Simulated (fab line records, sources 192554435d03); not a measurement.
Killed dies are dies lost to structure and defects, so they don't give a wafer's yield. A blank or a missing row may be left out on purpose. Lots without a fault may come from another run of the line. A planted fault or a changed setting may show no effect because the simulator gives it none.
Split-lot experiment | flow n5_finfet | 7 lots, 39 wafers read, on a route of 1938 steps

THE SPLIT
At N5_BEOL_M14_ETCH_68 (etches SOC in N2/H2, time 450 s), the setting target_depth_a was moved away from the recipe's 9000 angstrom on 12 of the 39 wafers read, by -44.1% to +16.7%. The other wafers ran this setting at the recipe's value.

The reading is taken at the split's own step.

THE READING
SiARC_of_BEOL_M14_COAT_66.thk_nm (the simulator's own value, which no gauge read), in nm, at N5_BEOL_M14_ETCH_68 (etches SOC in N2/H2, time 450 s). The file gives no usual value for it. The 27 wafers here that ran the recipe average 65.0 nm, standard deviation 0.82 nm.

wafer  | tool, chamber at the split | target_depth_a as run, angstrom | against the recipe | SiARC_of_BEOL_M14_COAT_66.thk_nm, nm | against lot-mates on the recipe
L078.1 | rie_diel-05, 2             | 7288                            | -19.0%             | 72.8                                 | +7.8
L078.2 | rie_diel-05, 3             | 9000                            | recipe             | 65                                   | -
L078.3 | rie_diel-05, 0             | 9000                            | recipe             | 64.6                                 | -
L078.4 | rie_diel-05, 2             | 7288                            | -19.0%             | 72.6                                 | +7.6
L078.5 | rie_diel-05, 0             | 9000                            | recipe             | 65.4                                 | -
L078.6 | rie_diel-05, 3             | 7288                            | -19.0%             | 73.4                                 | +8.4
L076.1 | rie_diel-05, 2             | 9000                            | recipe             | 64.4                                 | -
L076.2 | rie_diel-05, 3             | 10450                           | +16.1%             | 58.4                                 | -6.9
L076.5 | rie_diel-05, 3             | 10450                           | +16.1%             | 58.4                                 | -6.9
L076.3 | rie_diel-05, 0             | 9000                            | recipe             | 66                                   | -
L076.4 | rie_diel-05, 0             | 9000                            | recipe             | 65.4                                 | -
L076.6 | rie_diel-05, 2             | 10450                           | +16.1%             | 57.2                                 | -8.1
L079.1 | rie_diel-01, 2             | 5033                            | -44.1%             | 85                                   | +20.7
L079.2 | rie_diel-01, 0             | 5033                            | -44.1%             | 84.8                                 | +20.5
L079.3 | rie_diel-01, 3             | 9000                            | recipe             | 63.8                                 | -
L079.4 | rie_diel-01, 1             | 5033                            | -44.1%             | 85.2                                 | +20.9
L079.5 | rie_diel-01, 0             | 9000                            | recipe             | 64.8                                 | -
L079.6 | rie_diel-01, 3             | 9000                            | recipe             | 64.4                                 | -
L081.3 | rie_diel-04, 1             | 9000                            | recipe             | 64.8                                 | -
L081.4 | rie_diel-04, 3             | 9000                            | recipe             | 66.8                                 | -
L081.5 | rie_diel-04, 1             | 9000                            | recipe             | 65                                   | -
L089.1 | rie_diel-01, 0,0,2         | 9000                            | recipe             | 64.8                                 | -
L089.5 | rie_diel-01, 0,0,2         | 9000                            | recipe             | 64.8                                 | -
L089.6 | rie_diel-01, 0,0,2         | 9000                            | recipe             | 64.8                                 | -
L089.2 | rie_diel-01, 2             | 9000                            | recipe             | 64.6                                 | -
L089.3 | rie_diel-01, 3             | 9000                            | recipe             | 64.4                                 | -
L089.4 | rie_diel-01, 3             | 9000                            | recipe             | 64.2                                 | -
L095.1 | rie_diel-05, 2             | 10500                           | +16.7%             | 56.2                                 | -9.2
L095.2 | rie_diel-05, 1             | 10500                           | +16.7%             | 59.4                                 | -6.0
L095.3 | rie_diel-05, 0             | 9000                            | recipe             | 64.8                                 | -
L095.6 | rie_diel-05, 0             | 9000                            | recipe             | 64.8                                 | -
L095.4 | rie_diel-05, 2             | 10500                           | +16.7%             | 56                                   | -9.4
L095.5 | rie_diel-05, 1             | 9000                            | recipe             | 66.6                                 | -
L096.1 | rie_diel-05, 2             | 9000                            | recipe             | 63.8                                 | -
L096.2 | rie_diel-05, 0             | 9000                            | recipe             | 64.8                                 | -
L096.5 | rie_diel-05, 0             | 9000                            | recipe             | 64.8                                 | -
L096.3 | rie_diel-05, 1             | 9000                            | recipe             | 66.4                                 | -
L096.4 | rie_diel-05, 2             | 9000                            | recipe             | 64.4                                 | -
L096.6 | rie_diel-05, 1             | 9000                            | recipe             | 66.8                                 | -
Where a row lists several chambers, the file gives one row for several wafers and doesn't say which wafer went through which chamber.

THE FIT
A straight line over all 39 wafers: SiARC_of_BEOL_M14_COAT_66.thk_nm changes by -0.449 nm for each +1% of target_depth_a; r = -0.99; the points scatter about the line by 0.87 nm.
The same after taking each lot's own level away (the mean of its wafers on the recipe; 39 wafers): -0.464 nm for each +1%; r = -0.99; scatter 0.83 nm.
On that fit, the largest move of target_depth_a shifts the reading by 20 nm.
The lots' own levels span 64.33 to 65.53 nm, that is 1.5 times the standard deviation above.
So the lot-to-lot level changes the slope little: the two slopes agree.
Check: with one of the wafers moved furthest among these (-44.1%) left out of the fit, the line predicts +20.3 nm for it against its lot-mates. It came out at +20.7 nm against them.

OTHER SPLITS ON THESE WAFERS
These wafers also went through other splits before the reading. Each is held against what the fit with the lots' levels taken away leaves over:
other split on the same wafers          | wafers away from the commonest value | r with SiARC_of_BEOL_M14_COAT_66.thk_nm (lot level and that fit taken away)
N5_MOL_CONTACT_COAG_PRECLEAN_111 time_s | 12                                   | -0.07
N5_BEOL_M0_SAQP_ETCH_106 target_depth_a | 15                                   | -0.18
N5_BEOL_M5_CVD_47 target_thk_a          | 12                                   | -0.03
N5_BEOL_M9_ETCH_66 time_s               | 12                                   | +0.10
N5_BEOL_M10_DESCUM_16 time_s            | 18                                   | +0.07

THE FILE'S OWN FIT
SiARC_of_BEOL_M14_COAT_66.thk_nm changes by -0.463 nm for each +1% of target_depth_a, r = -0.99.
